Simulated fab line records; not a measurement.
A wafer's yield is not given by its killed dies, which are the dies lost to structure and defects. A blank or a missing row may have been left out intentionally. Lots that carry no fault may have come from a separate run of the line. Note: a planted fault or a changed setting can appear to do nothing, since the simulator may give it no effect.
Split-lot trial -- flow n5-finfet -- 21 wafers read from 7 lots, route of 1938 steps

## THE SPLIT ITSELF
At N5_BEOL_M2_COAT_73 (time 60 s, resist thk 5 nm), the setting spin-rpm was moved away from the recipe's 1500 rpm on 8 of the 21 wafers read, by -10.3% to +6.4%. All remaining wafers had this setting at the recipe value.

## FROM THE SPLIT TO THE READING: what the file shows between them, 3 steps
- N5_BEOL_M2_COAT_05: resist thk 30 nm
- N5_BEOL_M2_EBR_07
- N5_BEOL_M2_DESCUM_16: chemistry O2, time 7 s

## THE READING
etch.depth-nm (the simulator's own value, which no gauge read), in nm, at N5_BEOL_M2_ETCH_74 (etches underlayer in N2/H2, target depth 6.5 nm, time 5.2 s). The file gives no usual value for it. The 13 wafers here that ran the recipe average 4.997 nm, standard deviation 0.017 nm.

wafer,"tool, chamber at the split","spin-rpm as run, rpm",against the recipe,"etch.depth-nm, nm",against lot-mates on the recipe
L077.2,"litho-track-02, 0",1500,recipe,4.989,-
L077.4,"litho-track-02, 0",1359,-9.4%,5.235,+0.249
L077.6,"litho-track-02, 0",1500,recipe,4.984,-
L078.1,"litho-track-02, 0",1500,recipe,4.997,-
L078.5,"litho-track-02, 0",1371,-8.6%,5.224,+0.230
L078.6,"litho-track-02, 0",1500,recipe,4.991,-
L079.4,"litho-track-01, 0",1500,recipe,5.027,-
L079.5,"litho-track-01, 0",1500,recipe,5.005,-
L079.6,"litho-track-01, 0",1500,recipe,5.016,-
L082.1,"litho-track-01, 0",1596,+6.4%,4.855,no lot-mate on the recipe
L082.4,"litho-track-01, 0",1596,+6.4%,4.864,no lot-mate on the recipe
L082.6,"litho-track-01, 0",1596,+6.4%,4.874,no lot-mate on the recipe
L084.3,"litho-track-04, 0",1345,-10.3%,5.287,+0.269
L084.4,"litho-track-04, 0",1500,recipe,5.018,-
L084.5,"litho-track-04, 0",1345,-10.3%,5.281,+0.263
L086.2,"litho-track-01, 0",1369,-8.7%,5.219,+0.215
L086.3,"litho-track-01, 0",1500,recipe,5.012,-
L086.4,"litho-track-01, 0",1500,recipe,4.996,-
L089.1,"litho-track-04, 0",1500,recipe,4.967,-
L089.3,"litho-track-04, 0",1500,recipe,4.979,-
L089.5,"litho-track-04, 0",1500,recipe,4.983,-

FIT RESULTS
A straight line over all 21 wafers: etch.depth-nm changes by -0.025 nm for each +1% of spin-rpm; r = -0.99; the points scatter about the line by 0.019 nm.
The same after taking each lot's own level away (the mean of its wafers on the recipe; 18 wafers): -0.0259 nm for each +1%; r = -1.00; scatter 0.0069 nm.
On that fit, the largest move of spin-rpm shifts the reading by 0.27 nm.
Across the lots, their own levels run from 4.9763 to 5.0180 nm, a range of 2.5 times the standard deviation given above.
The two slopes are in agreement: the lot-to-lot level therefore moves the slope only a little.
Check: with one of the wafers moved furthest among these (-10.3%) left out of the fit, the line predicts +0.267 nm for it against its lot-mates. It came out at +0.269 nm against them.

## FURTHER SPLITS ON THESE WAFERS
These wafers also went through other splits before the reading. Each is held against what the fit with the lots' levels taken away leaves over:
other split on the same wafers,wafers away from the commonest value,r with etch.depth-nm (lot level and that fit taken away)
N5_BEOL_M0_SAQP_ALD_48 ald-cycles,10,+0.27
N5_BEOL_M1_COAT_05 spin-rpm,8,+0.08
N5_BEOL_M1_ETCH_64 source-w,6,-0.18
N5_BEOL_M1_DEP_57 time-s,7,+0.10

## THE FILE'S OWN FIT
etch.depth-nm changes by -0.0259 nm for each +1% of spin-rpm, r = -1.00.
